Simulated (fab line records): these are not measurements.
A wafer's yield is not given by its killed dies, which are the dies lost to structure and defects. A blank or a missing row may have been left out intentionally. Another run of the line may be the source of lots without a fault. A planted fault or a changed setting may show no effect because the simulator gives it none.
Check of tool commonality || flow nand harc || Sampled: 13 lots, 38 wafers

## WHAT PROMPTED THE OPENING
At NHARC_A_ONON_D1_THK_MEAS_18 the reading thk nm is flagged on 1 of 13 lots. No-fault wafers: 997 nm, standard deviation 10.
Rule: flag the lot when none of its wafers has a number, or when each of its wafers that has one lies beyond 4 standard deviations from that mean. As for the other lots, they are considered sound.

{"lot": "L659", "measured": "day 8 01:45", "on": "film metro-02", "thk nm (nm), wafer by wafer": "998 999 1000", "flag": ""}
{"lot": "L661", "measured": "day 8 23:59", "on": "film metro-01", "thk nm (nm), wafer by wafer": "998 998 998", "flag": ""}
{"lot": "L662", "measured": "day 9 10:42", "on": "film metro-02", "thk nm (nm), wafer by wafer": "1008 1009 1009", "flag": ""}
{"lot": "L663", "measured": "day 9 10:42", "on": "film metro-01", "thk nm (nm), wafer by wafer": "1012 1011 1010", "flag": ""}
{"lot": "L664", "measured": "day 10 03:23", "on": "film metro-02", "thk nm (nm), wafer by wafer": "1006 1006 1007", "flag": ""}
{"lot": "L665", "measured": "day 10 21:01", "on": "film metro-02", "thk nm (nm), wafer by wafer": "994 996 996", "flag": ""}
{"lot": "L667", "measured": "day 11 13:07", "on": "film metro-02", "thk nm (nm), wafer by wafer": "1018 1018 1016", "flag": ""}
{"lot": "L673", "measured": "day 14 02:24", "on": "film metro-01", "thk nm (nm), wafer by wafer": "676 674", "flag": "FLAGGED"}
{"lot": "L677", "measured": "day 15 12:05", "on": "film metro-01", "thk nm (nm), wafer by wafer": "997 995 996", "flag": ""}
{"lot": "L679", "measured": "day 16 18:54", "on": "film metro-01", "thk nm (nm), wafer by wafer": "986 987 987", "flag": ""}
{"lot": "L680", "measured": "day 16 18:55", "on": "film metro-01", "thk nm (nm), wafer by wafer": "1003 1002 1003", "flag": ""}
{"lot": "L681", "measured": "day 17 07:50", "on": "film metro-01", "thk nm (nm), wafer by wafer": "986 986 987", "flag": ""}
{"lot": "L682", "measured": "day 17 23:57", "on": "film metro-02", "thk nm (nm), wafer by wafer": "994 994 993", "flag": ""}
The mean of the flagged lots' numbers is 675 nm, -322 nm from the usual (-32 standard deviations).

## LOT BY LOT: THE TOOL USED
Before the reading, the record contains 2 process steps out of a 1302-step route. Every cell lists first the tool, next ch and the chambers used by the sampled wafers, and last the start.
{"lot": "L659", "flag": "", "NHARC_A_ZERO_WELL_ETCH_13": "rie si-03 ch 0,1, day 6 18:49", "NHARC_A_ONON_D1_DEP_16": "pecvd onon-04 ch 0, day 8 01:18"}
{"lot": "L661", "flag": "", "NHARC_A_ZERO_WELL_ETCH_13": "rie si-02 ch 0,1,2, day 7 15:37", "NHARC_A_ONON_D1_DEP_16": "pecvd onon-01 ch 0, day 8 23:29"}
{"lot": "L662", "flag": "", "NHARC_A_ZERO_WELL_ETCH_13": "rie si-03 ch 0,1,3, day 8 03:26", "NHARC_A_ONON_D1_DEP_16": "pecvd onon-01 ch 0, day 9 10:11"}
{"lot": "L663", "flag": "", "NHARC_A_ZERO_WELL_ETCH_13": "rie si-02 ch 1,2, day 8 04:02", "NHARC_A_ONON_D1_DEP_16": "pecvd onon-04 ch 0, day 9 10:11"}
{"lot": "L664", "flag": "", "NHARC_A_ZERO_WELL_ETCH_13": "rie si-06 ch 0,2,3, day 8 19:11", "NHARC_A_ONON_D1_DEP_16": "pecvd onon-03 ch 0, day 10 03:03"}
{"lot": "L665", "flag": "", "NHARC_A_ZERO_WELL_ETCH_13": "rie si-03 ch 2,3, day 9 09:49", "NHARC_A_ONON_D1_DEP_16": "pecvd onon-01 ch 0, day 10 20:34"}
{"lot": "L667", "flag": "", "NHARC_A_ZERO_WELL_ETCH_13": "rie si-03 ch 0,1,2, day 10 04:46", "NHARC_A_ONON_D1_DEP_16": "pecvd onon-04 ch 0, day 11 12:36"}
{"lot": "L673", "flag": "FLAGGED", "NHARC_A_ZERO_WELL_ETCH_13": "rie si-06 ch 2, day 12 15:41", "NHARC_A_ONON_D1_DEP_16": "pecvd onon-01 ch 0, day 14 01:53"}
{"lot": "L677", "flag": "", "NHARC_A_ZERO_WELL_ETCH_13": "rie si-02 ch 0,1,3, day 14 01:38", "NHARC_A_ONON_D1_DEP_16": "pecvd onon-03 ch 0, day 15 11:34"}
{"lot": "L679", "flag": "", "NHARC_A_ZERO_WELL_ETCH_13": "rie si-02 ch 0,1,2, day 15 10:11", "NHARC_A_ONON_D1_DEP_16": "pecvd onon-01 ch 0, day 16 18:27"}
{"lot": "L680", "flag": "", "NHARC_A_ZERO_WELL_ETCH_13": "rie si-06 ch 0,2,3, day 15 10:43", "NHARC_A_ONON_D1_DEP_16": "pecvd onon-03 ch 0, day 16 18:34"}
{"lot": "L681", "flag": "", "NHARC_A_ZERO_WELL_ETCH_13": "rie si-06 ch 1,2,3, day 15 22:02", "NHARC_A_ONON_D1_DEP_16": "pecvd onon-01 ch 0, day 17 07:22"}
{"lot": "L682", "flag": "", "NHARC_A_ZERO_WELL_ETCH_13": "rie si-06 ch 0,1,3, day 16 09:59", "NHARC_A_ONON_D1_DEP_16": "pecvd onon-01 ch 0, day 17 23:26"}
What these steps do:
- NHARC_A_ZERO_WELL_ETCH_13: etches the open film in HBr/Cl2, target depth 120 nm, time 40.1 s.
- NHARC_A_ONON_D1_DEP_16: target thk 1000 nm.
- NHARC_A_ONON_D1_THK_MEAS_18: measures by ellipsometry.

## FLAGGED OVER TOTAL, TOOL BY TOOL (the gauges that took the reading come last)
{"step": "NHARC_A_ZERO_WELL_ETCH_13", "tool": "rie si-02", "lots run": 4, "flagged": 0, "share of the flagged lots": "none", "sound lots run after its first flagged lot": "-"}
{"step": "NHARC_A_ZERO_WELL_ETCH_13", "tool": "rie si-03", "lots run": 4, "flagged": 0, "share of the flagged lots": "none", "sound lots run after its first flagged lot": "-"}
{"step": "NHARC_A_ZERO_WELL_ETCH_13", "tool": "rie si-06", "lots run": 5, "flagged": 1, "share of the flagged lots": "all", "sound lots run after its first flagged lot": "3 (L680,L681,L682)"}
{"step": "NHARC_A_ONON_D1_DEP_16", "tool": "pecvd onon-01", "lots run": 7, "flagged": 1, "share of the flagged lots": "all", "sound lots run after its first flagged lot": "3 (L679,L681,L682)"}
{"step": "NHARC_A_ONON_D1_DEP_16", "tool": "pecvd onon-03", "lots run": 3, "flagged": 0, "share of the flagged lots": "none", "sound lots run after its first flagged lot": "-"}
{"step": "NHARC_A_ONON_D1_DEP_16", "tool": "pecvd onon-04", "lots run": 3, "flagged": 0, "share of the flagged lots": "none", "sound lots run after its first flagged lot": "-"}
{"step": "NHARC_A_ONON_D1_THK_MEAS_18", "tool": "film metro-01", "lots run": 7, "flagged": 1, "share of the flagged lots": "all", "sound lots run after its first flagged lot": "4 (L677,L679,L680,L681)"}
{"step": "NHARC_A_ONON_D1_THK_MEAS_18", "tool": "film metro-02", "lots run": 6, "flagged": 0, "share of the flagged lots": "none", "sound lots run after its first flagged lot": "-"}

## THE TABLE: WHAT IT ALLOWS
Every flagged lot was run by 3 rows of the table: rie si-06 at NHARC_A_ZERO_WELL_ETCH_13, pecvd onon-01 at NHARC_A_ONON_D1_DEP_16 and film metro-01 at NHARC_A_ONON_D1_THK_MEAS_18.
- rie si-06 at NHARC_A_ZERO_WELL_ETCH_13 ran 5 lots, 1 of them flagged. Sound lots ran on it after the first flagged one (L680, L681, L682), which a lasting fault on the whole tool wouldn't allow.
- pecvd onon-01 at NHARC_A_ONON_D1_DEP_16 ran 7 lots, 1 of them flagged. Sound lots ran on it after the first flagged one (L679, L681, L682), which a lasting fault on the whole tool wouldn't allow.
- film metro-01 at NHARC_A_ONON_D1_THK_MEAS_18 ran 7 lots, 1 of them flagged. Sound lots ran on it after the first flagged one (L677, L679, L680, L681), which a lasting fault on the whole tool wouldn't allow.
No row of the table ran every flagged lot and no sound lot after the first.

## WHAT THE SIMULATOR PUT IN
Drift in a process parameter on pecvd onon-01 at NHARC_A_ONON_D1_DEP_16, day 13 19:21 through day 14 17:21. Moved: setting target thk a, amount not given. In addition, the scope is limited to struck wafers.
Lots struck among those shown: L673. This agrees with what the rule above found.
